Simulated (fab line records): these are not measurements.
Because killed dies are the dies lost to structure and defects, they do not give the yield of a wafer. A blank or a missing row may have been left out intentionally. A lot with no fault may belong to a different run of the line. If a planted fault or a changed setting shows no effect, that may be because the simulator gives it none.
fab line records	flow n5Finfet	part 1 of 2: steps 1 to 4 of 6
record: lots: 19	wafers: 57	lastDay: 17
route steps=1938 shown DUMMY_GATE@250 SD_EPI_N@281 SD_EPI_P@308
lots that met no fault: taken from a fault-free run of the same line
startH: start of the lot's first displayed wafer, in hours after the record's first day	waitH: time in hours since the lot's previous step	" identical to the entry in the row above	L1.1+2: several wafers, shown together as one row	- either no value or no given start	* or withheld: withheld	< > ~ a bound
route shown NAME@n: NAME is a module with steps in the file, n the number in the route of the first one	usual: the fault-free wafers' mean and standard deviation	same: alike in all rows	chamber/n: place in a boat	sites: each site's reading	_std_site: standard deviation across them	_edge_site: outer sites' mean less inner sites'	radiusMm: how far each site lies from the wafer's centre	mask NAME#n: copy n	behind: tool/chamber where the wafer was last shaped	hold: why the lot went on hold/how many hours it stayed there/how the hold came to an end	device: the n, p or np transistor that did not switch	end of line: the tests these same wafers got at the end of their route	for a step that has no rows: nothing shown but its recipe	killed: dies lost to structure and defects at the first sort, not the wafer's yield	map: the dies of a wafer, with x for killed, . for not killed, _ for no die there
set.NAME: setting as actually run; set.NAME@STEP: the setting as run at that earlier step	model.NAME: the simulator's own value behind a step, which no gauge read
route steps across a sampled set of lots; one table per step, one row per wafer
services: a tool's chamber out of use, with start hour (startH, from the record's first day; less than 0 if before it), hours out, and reason
== steps ==
step: N5_DUMMY_GATE_ETCH_42
recipe: chemistry: CHF3/O2	target: SiO2	targetDepthA: 35	timeS: 31	ionEnergyEv: 30	biasW: 12	pressureMtorr: 30	sourceW: 600	Ar_flow_sccm: 200	CHF3_flow_sccm: 50	O2_flow_sccm: 5
usual: drypumpMotorCurrentA: 5.8/0.55	mfcArSccm: 200.1/0.64	oes_ar_750_au: 0.82/0.09	oesProductAu: 0.81/0.096	rfVppV: 42.3/1.3	showerheadPlenumPTorr: 2.39/0.054	throttleValvePct: 18.71/0.25
lot.wafer	tool	chamber	startH	waitH	drypumpMotorCurrentA	mfcArSccm	oes_ar_750_au	oesProductAu	rfHoursCounterH	rfVppV	showerheadPlenumPTorr	throttleValvePct
L075.1	rieDiel-01	0	55.22	0.0	6.0	199.1	0.78	0.77	114	41.8	2.42	18.81
L075.4	"	0	"	"	6.0	200.3	0.77	0.77	-	42.4	2.42	18.80
L075.5	"	3	"	"	6.3	201.1	0.82	0.79	-	39.6	2.34	18.62
L077.2	rieDiel-05	0	65.31	0.2	6.4	200.2	0.84	0.82	65	41.1	2.34	18.79
L077.3	"	1	"	"	5.4	199.9	0.89	0.88	17	43.6	2.47	18.49
L077.6	"	0	"	"	6.4	199.8	0.84	0.83	-	41.4	2.34	18.79
L078.1	rieDiel-05	3	75.76	0.0	5.5	199.7	0.70	0.68	242	44.8	2.47	18.94
L078.5	"	0	"	"	6.4	199.1	0.83	0.83	-	41.6	2.34	18.79
L078.6	"	3	"	"	5.5	200.1	0.71	0.68	-	44.1	2.47	18.92
L079.1	rieDiel-05	1	77.66	0.1	5.5	198.7	0.88	0.87	20	44.7	2.47	18.50
L079.4	"	2	"	"	5.7	200.0	0.93	0.93	15	43.5	2.44	18.22
L079.5	"	1	"	"	5.5	198.7	0.89	0.87	-	42.2	2.47	18.51
L081.2	rieDiel-03	1	90.68	0.0	4.7	200.2	0.97	0.98	4	40.7	2.37	18.76
L081.3	"	2	"	"	5.2	199.2	0.75	0.75	171	43.9	2.41	18.90
L081.6	"	2	"	"	5.2	200.0	0.75	0.75	-	43.9	2.41	18.89
L082.3	rieDiel-01	0	96.51	0.1	6.0	200.3	0.76	0.76	129	43.3	2.41	18.83
L082.5	"	1	"	"	5.7	200.8	0.70	0.68	-	43.2	2.29	18.85
L082.6	"	0	"	"	6.0	199.9	0.77	0.75	-	42.1	2.41	18.83
L083.2	rieDiel-01	2	105.50	0.0	5.6	200.8	0.92	0.93	14	43.1	2.36	18.56
L083.3	"	0	"	"	6.0	199.8	0.76	0.76	131	42.6	2.41	18.83
L083.5	"	1	"	"	5.7	199.8	0.70	0.69	-	41.7	2.29	18.86
L084.2	rieDiel-05	1	110.27	0.0	5.4	200.8	0.86	0.85	32	41.6	2.46	18.52
L084.3	"	2	"	"	5.7	199.3	0.90	0.92	25	40.6	2.44	18.24
L084.5	"	0	"	"	6.4	201.0	0.81	0.81	-	40.4	2.34	18.80
L085.1	rieDiel-05	2	114.91	0.0	5.7	199.3	0.89	0.91	26	44.3	2.44	18.23
L085.4	"	1	"	"	5.4	200.6	0.86	0.85	33	43.4	2.46	18.52
L085.5	"	2	"	"	5.7	199.8	0.89	0.91	-	43.3	2.44	18.23
L086.2	rieDiel-01	3	122.82	0.0	6.3	200.3	0.80	0.75	107	40.4	2.33	18.67
L086.3	"	2	"	"	5.6	199.2	0.91	0.90	20	44.3	2.36	18.57
L086.6	"	3	"	"	6.4	199.6	0.80	0.75	-	40.6	2.33	18.66
L087.1	rieDiel-05	1	125.98	0.2	5.4	200.4	0.85	0.85	37	43.3	2.46	18.51
L087.5	"	0	"	"	6.4	200.0	0.80	0.80	-	41.6	2.33	18.83
L087.6	"	3	"	"	5.5	200.7	1.02	1.00	-	44.4	2.46	18.67
L089.1	rieDiel-05	0	137.84	0.0	6.4	200.4	0.82	0.79	88	40.6	2.33	18.83
L089.3	"	2	"	"	5.7	200.2	0.88	0.89	33	42.4	2.43	18.24
L089.5	"	1	"	"	5.4	200.5	0.84	0.83	-	42.5	2.46	18.50
L090.4	rieDiel-01	1	142.60	0.1	5.7	199.0	0.70	0.68	221	43.1	2.29	18.87
L090.5	"	1	"	"	5.7	200.1	0.69	0.68	-	43.2	2.29	18.86
L090.6	"	0	"	"	6.0	200.8	0.76	0.75	-	42.1	2.41	18.84
L091.2	rieDiel-03	1	153.72	0.0	4.7	200.2	0.92	0.91	22	42.5	2.36	18.79
L091.4	"	3	"	"	6.4	200.5	0.97	0.95	12	44.8	2.35	18.22
L091.6	"	3	"	"	6.4	200.3	0.96	0.96	-	43.9	2.35	18.22
L092.1	rieDiel-03	3	158.39	0.1	6.4	199.8	0.96	0.95	15	43.3	2.35	18.21
L092.2	"	0	"	"	6.5	198.9	0.71	0.70	232	42.6	2.41	19.10
L092.3	"	2	"	"	5.2	199.4	0.74	0.73	191	42.8	2.40	18.93
L093.2	rieDiel-01	1	161.82	0.0	5.7	200.9	0.69	0.68	227	43.8	2.28	18.88
L093.4	"	2	"	"	5.6	201.2	0.88	0.88	31	41.5	2.36	18.62
L093.5	"	2	"	"	5.6	200.3	0.88	0.88	-	42.5	2.36	18.59
L094.1	rieDiel-03	2	166.18	0.1	5.2	200.6	0.74	0.73	193	43.7	2.40	18.93
L094.4	"	1	"	"	4.7	200.7	0.91	0.91	26	42.2	2.36	18.81
L094.5	"	1	"	"	4.7	200.0	0.91	0.91	-	42.4	2.36	18.80
L096.2	rieDiel-03	2	181.01	0.0	5.2	201.4	0.73	0.73	198	43.8	2.40	18.94
L096.4	"	0	"	"	6.6	199.9	0.70	0.69	241	42.2	2.41	19.13
L096.5	"	1	"	"	4.7	201.2	0.90	0.90	-	42.7	2.36	18.80
L097.3	rieDiel-05	1	187.60	0.0	5.4	200.4	0.83	0.82	55	42.1	2.45	18.54
L097.4	"	2	"	"	5.7	200.8	0.86	0.87	-	43.3	2.43	18.27
L097.5	"	1	"	"	5.4	200.0	0.83	0.83	-	43.1	2.45	18.55
step: N5_SD_EPI_N_SD_RECESS_17
recipe: chemistry: HBr/Cl2/O2	targetDepthA: 410	maskMaterial: SOC	timeS: 23.7	btTimeS: 3	pressureMtorr: 10	icpW: 800	biasW: 112	HBr_flow_sccm: 150	Cl2_flow_sccm: 80	O2_flow_sccm: 12
usual: drypumpMotorCurrentA: 5.9/0.4	mfcCl2Sccm: 79.97/0.21	oesProductAu: 0.997/0.015	throttleValvePct: 36.9/0.44
lot.wafer	tool	chamber	startH	waitH	drypumpMotorCurrentA	mfcCl2Sccm	oesProductAu	rfHoursCounterH	throttleValvePct
L075.1	rieSi-05	0	57.45	0.0	6.0	80.13	1.006	86	37.6
L075.4	"	2	"	"	6.4	79.87	1.018	44	37.5
L075.5	"	1	"	"	6.1	79.96	1.007	-	36.6
L077.2	rieSi-03	0	67.32	0.0	5.5	79.88	0.971	191	36.4
L077.3	"	1	"	"	6.4	80.02	1.016	10	36.7
L077.6	"	0	"	"	5.5	79.70	0.974	-	36.4
L078.1	rieSi-05	2	77.79	0.0	6.3	80.06	1.023	44	37.5
L078.5	"	2	"	"	6.4	80.16	1.026	-	37.5
L078.6	"	1	"	"	6.2	79.73	1.005	-	36.6
L079.1	rieSi-03	2	79.67	0.0	5.6	80.00	0.987	129	36.3
L079.4	"	3	"	"	5.1	79.69	0.999	-	37.3
L079.5	"	0	"	"	5.5	80.01	0.975	-	36.4
L081.2	rieSi-02	2	92.69	0.0	5.5	79.85	0.993	50	37.3
L081.3	"	1	"	"	6.0	79.75	0.980	146	36.7
L081.6	"	1	"	"	6.0	80.09	0.983	-	36.7
L082.3	rieSi-02	0	99.56	0.0	6.2	79.95	0.995	101	36.8
L082.5	"	3	"	"	5.6	79.78	0.985	-	36.7
L082.6	"	0	"	"	6.2	80.11	0.992	-	36.8
L083.2	rieSi-05	2	107.41	0.0	6.4	79.50	1.024	45	37.5
L083.3	"	3	"	"	6.1	79.73	0.995	16	37.2
L083.5	"	1	"	"	6.1	79.90	1.009	-	36.6
L084.2	rieSi-05	1	113.68	0.0	6.2	79.96	0.999	19	36.6
L084.3	"	3	"	"	6.1	80.12	0.997	16	37.2
L084.5	"	0	"	"	6.0	79.84	1.000	-	37.6
L085.1	rieSi-03	0	116.92	0.0	5.5	80.14	0.965	192	36.4
L085.4	"	2	"	"	5.6	80.11	0.984	129	36.3
L085.5	"	0	"	"	5.5	79.65	0.973	-	36.4
L086.2	rieSi-03	2	125.08	0.0	5.6	79.93	0.987	130	36.3
L086.3	"	1	"	"	6.4	80.09	1.017	11	36.7
L086.6	"	0	"	"	5.5	79.58	0.974	-	36.4
L087.1	rieSi-02	3	128.28	0.0	5.6	80.05	0.995	98	36.7
L087.5	"	3	"	"	5.6	79.88	0.991	-	36.7
L087.6	"	2	"	"	5.5	79.77	0.993	-	37.3
L089.1	rieSi-05	3	139.95	0.0	6.2	79.87	0.997	17	37.2
L089.3	"	1	"	"	6.1	80.02	1.002	20	36.6
L089.5	"	3	"	"	6.1	79.98	0.988	-	37.2
L090.4	rieSi-03	2	144.69	0.0	5.6	79.82	0.988	130	36.3
L090.5	"	1	"	"	6.4	79.96	1.028	-	36.7
L090.6	"	0	"	"	5.5	80.49	0.968	-	36.4
L091.2	rieSi-02	3	155.74	0.0	5.6	80.34	0.989	99	36.7
L091.4	"	0	"	"	6.2	80.08	0.996	-	36.8
L091.6	"	2	"	"	5.4	79.80	0.996	-	37.3
L092.1	rieSi-05	0	160.78	0.0	6.1	80.08	1.001	88	37.6
L092.2	"	1	"	"	6.1	80.08	1.003	20	36.6
L092.3	"	3	"	"	6.1	80.13	0.988	17	37.2
L093.2	rieSi-02	3	163.83	0.0	5.6	80.36	0.998	99	36.7
L093.4	"	0	"	"	6.1	79.78	0.989	102	36.8
L093.5	"	2	"	"	5.5	79.78	0.995	-	37.3
L094.1	rieSi-03	0	168.53	0.0	5.5	80.12	0.972	193	36.4
L094.4	"	2	"	"	5.6	79.67	0.978	130	36.3
L094.5	"	1	"	"	6.4	80.02	1.030	-	36.7
L096.2	rieSi-02	2	183.71	0.0	5.4	79.86	0.999	52	37.3
L096.4	"	3	"	"	5.6	80.06	1.000	99	36.7
L096.5	"	2	"	"	5.4	79.73	0.998	-	37.3
L097.3	rieSi-05	2	190.10	0.0	6.3	80.27	1.025	46	37.5
L097.4	"	3	"	"	6.1	79.69	0.993	18	37.2
L097.5	"	3	"	"	6.1	79.71	1.012	-	37.2
step: N5_SD_EPI_N_EPI_MEAS_23
recipe: mode: xrd
usual: thkNm: 58.9/1.2
lot.wafer	tool	chamber	startH	waitH	thkNm
L075.1	filmMetro-02	-	60.17	1.4	59.1
L075.4	"	-	"	"	58.9
L075.5	"	-	"	"	58.8
L077.2	filmMetro-02	-	70.76	1.5	58.1
L077.3	"	-	"	"	58.6
L077.6	"	-	"	"	58.0
L078.1	filmMetro-02	-	80.83	1.4	56.3
L078.5	"	-	"	"	58.5
L078.6	"	-	"	"	56.5
L079.1	filmMetro-01	-	82.42	1.4	59.0
L079.4	"	-	"	"	57.7
L079.5	"	-	"	"	58.3
L081.2	filmMetro-01	-	95.40	1.2	58.5
L081.3	"	-	"	"	59.6
L081.6	"	-	"	"	57.8
L082.3	filmMetro-01	-	102.27	0.9	56.9
L082.5	"	-	"	"	58.5
L082.6	"	-	"	"	57.2
L083.2	filmMetro-02	-	110.11	1.2	59.6
L083.3	"	-	"	"	61.7
L083.5	"	-	"	"	58.8
L084.2	filmMetro-01	-	119.56	1.5	59.8
L084.3	"	-	"	"	62.5
L084.5	"	-	"	"	60.6
L085.1	filmMetro-02	-	119.65	1.4	57.9
L085.4	"	-	"	"	61.7
L085.5	"	-	"	"	58.6
L086.2	filmMetro-02	-	128.55	1.5	59.2
L086.3	"	-	"	"	60.7
L086.6	"	-	"	"	58.6
L087.1	filmMetro-01	-	131.04	1.4	57.3
L087.5	"	-	"	"	56.5
L087.6	"	-	"	"	57.9
L089.1	filmMetro-02	-	143.64	1.9	59.9
L089.3	"	-	"	"	59.5
L089.5	"	-	"	"	59.0
L090.4	filmMetro-02	-	149.14	1.0	58.3
L090.5	"	-	"	"	59.4
L090.6	"	-	"	"	60.0
L091.2	filmMetro-01	-	159.20	1.5	57.5
L091.4	"	-	"	"	59.8
L091.6	"	-	"	"	59.7
L092.1	filmMetro-02	-	164.24	1.9	59.1
L092.2	"	-	"	"	59.1
L092.3	"	-	"	"	61.4
L093.2	filmMetro-02	-	167.27	1.5	57.6
L093.4	"	-	"	"	59.3
L093.5	"	-	"	"	58.0
L094.1	filmMetro-02	-	171.98	1.9	59.7
L094.4	"	-	"	"	58.6
L094.5	"	-	"	"	57.7
L096.2	filmMetro-02	-	188.14	2.0	58.6
L096.4	"	-	"	"	60.4
L096.5	"	-	"	"	59.3
L097.3	filmMetro-01	-	194.53	1.5	59.3
L097.4	"	-	"	"	58.5
L097.5	"	-	"	"	59.7
step: N5_SD_EPI_P_ETCH_37
recipe: chemistry: N2/H2	target: SOC	overetchA: 1080	maskMaterial: SiARC	tempC: 40	ionEnergyEv: 100	sourceW: 3000	biasW: 133	pressureMtorr: 20	timeS: 486	n2FlowSccm: 200	h2FlowSccm: 200	ends: endPoint
usual: drypumpMotorCurrentA: 5.8/0.49	oesProductAu: 0.73/0.08	rfVppV: 240.5/1.2	showerheadPlenumPTorr: 2.52/0.065	throttleValvePct: 23.8/0.31
lot.wafer	tool	chamber	startH	waitH	drypumpMotorCurrentA	oesProductAu	rfHoursCounterH	rfVppV	showerheadPlenumPTorr	throttleValvePct
L075.1	rieDiel-05	3	61.84	0.0	5.5	0.61	239	241.4	2.64	24.1
L075.4	"	0	"	"	6.4	0.72	64	238.8	2.49	24.2
L075.5	"	3	"	"	5.5	0.61	-	241.9	2.64	24.1
L077.2	rieDiel-01	2	71.90	0.0	5.6	0.85	3	239.8	2.48	23.4
L077.3	"	1	"	"	5.7	0.63	198	238.2	2.40	23.8
L077.6	"	2	"	"	5.6	0.86	-	240.5	2.48	23.4
L078.1	rieDiel-05	2	81.83	0.0	5.7	0.83	17	241.3	2.59	23.5
L078.5	"	0	"	"	6.4	0.73	-	240.5	2.48	24.2
L078.6	"	1	"	"	5.4	0.79	-	240.7	2.58	23.3
L079.1	rieDiel-03	0	83.61	0.0	6.6	0.63	210	240.1	2.50	23.7
L079.4	"	1	"	"	4.7	0.88	-	239.9	2.51	24.0
L079.5	"	2	"	"	5.2	0.67	-	240.1	2.52	24.2
L081.2	rieDiel-05	2	96.98	0.0	5.7	0.82	20	240.0	2.59	23.5
L081.3	"	0	"	"	6.4	0.72	75	240.1	2.48	24.2
L081.6	"	3	"	"	5.5	0.60	-	241.4	2.63	24.1
L082.3	rieDiel-01	0	103.28	0.0	6.1	0.69	131	241.8	2.53	23.8
L082.5	"	0	"	"	6.0	0.69	-	241.7	2.53	23.8
L082.6	"	1	"	"	5.7	0.62	-	238.9	2.40	23.8
L083.2	rieDiel-01	0	112.00	0.0	6.0	0.69	133	240.9	2.53	23.8
L083.3	"	2	"	"	5.6	0.81	16	242.8	2.47	23.5
L083.5	"	2	"	"	5.7	0.82	-	240.6	2.47	23.5
L084.2	rieDiel-03	0	120.69	0.0	6.6	0.63	221	241.4	2.49	23.7
L084.3	"	1	"	"	4.7	0.84	12	239.7	2.50	24.0
L084.5	"	0	"	"	6.6	0.63	-	238.3	2.49	23.7
L085.1	rieDiel-01	2	120.85	0.0	5.6	0.81	19	240.3	2.47	23.5
L085.4	"	3	"	"	6.3	0.70	107	239.1	2.46	23.7
L085.5	"	1	"	"	5.7	0.62	-	238.1	2.40	23.8
L086.2	rieDiel-05	3	129.68	0.0	5.5	0.86	4	242.0	2.63	24.2
L086.3	"	0	"	"	6.4	0.71	85	239.0	2.48	24.2
L086.6	"	2	"	"	5.7	0.80	-	242.3	2.59	23.6
L087.1	rieDiel-05	2	132.16	0.0	5.7	0.79	31	241.1	2.59	23.6
L087.5	"	1	"	"	5.5	0.76	-	241.0	2.57	23.3
L087.6	"	2	"	"	5.7	0.81	-	240.4	2.59	23.6
L089.1	rieDiel-05	1	144.77	0.0	5.5	0.76	43	241.3	2.57	23.3
L089.3	"	2	"	"	5.7	0.80	35	239.7	2.58	23.6
L089.5	"	0	"	"	6.4	0.71	-	239.3	2.47	24.2
L090.4	rieDiel-01	0	150.15	0.0	6.0	0.68	145	241.1	2.53	23.8
L090.5	"	0	"	"	6.0	0.68	-	241.9	2.53	23.8
L090.6	"	1	"	"	5.7	0.61	-	239.5	2.39	23.8
L091.2	rieDiel-05	0	160.33	0.0	6.4	0.71	95	240.0	2.47	24.2
L091.4	"	1	"	"	5.4	0.75	-	242.2	2.56	23.3
L091.6	"	2	"	"	5.7	0.79	-	241.4	2.58	23.6
L092.1	rieDiel-05	0	165.37	0.0	6.4	0.70	97	238.5	2.47	24.2
L092.2	"	1	"	"	5.4	0.75	49	242.5	2.56	23.3
L092.3	"	2	"	"	5.7	0.78	41	241.2	2.58	23.6
L093.2	rieDiel-03	0	168.28	0.0	6.5	0.62	236	240.3	2.49	23.7
L093.4	"	1	"	"	4.7	0.80	26	240.1	2.50	24.0
L093.5	"	2	"	"	5.2	0.65	-	240.1	2.51	24.2
L094.1	rieDiel-05	2	173.12	0.0	5.8	0.78	43	241.4	2.58	23.6
L094.4	"	0	"	"	6.4	0.69	-	240.3	2.47	24.2
L094.5	"	1	"	"	5.5	0.75	-	240.7	2.56	23.3
L096.2	rieDiel-01	1	189.32	0.0	5.7	0.61	236	238.2	2.39	23.8
L096.4	"	3	"	"	6.3	0.68	129	238.8	2.45	23.7
L096.5	"	2	"	"	5.7	0.77	-	239.9	2.46	23.5
L097.3	rieDiel-05	2	195.82	0.0	5.7	0.77	51	240.9	2.58	23.6
L097.4	"	3	"	"	5.5	0.82	16	240.3	2.63	24.2
L097.5	"	3	"	"	5.5	0.83	-	240.4	2.63	24.2
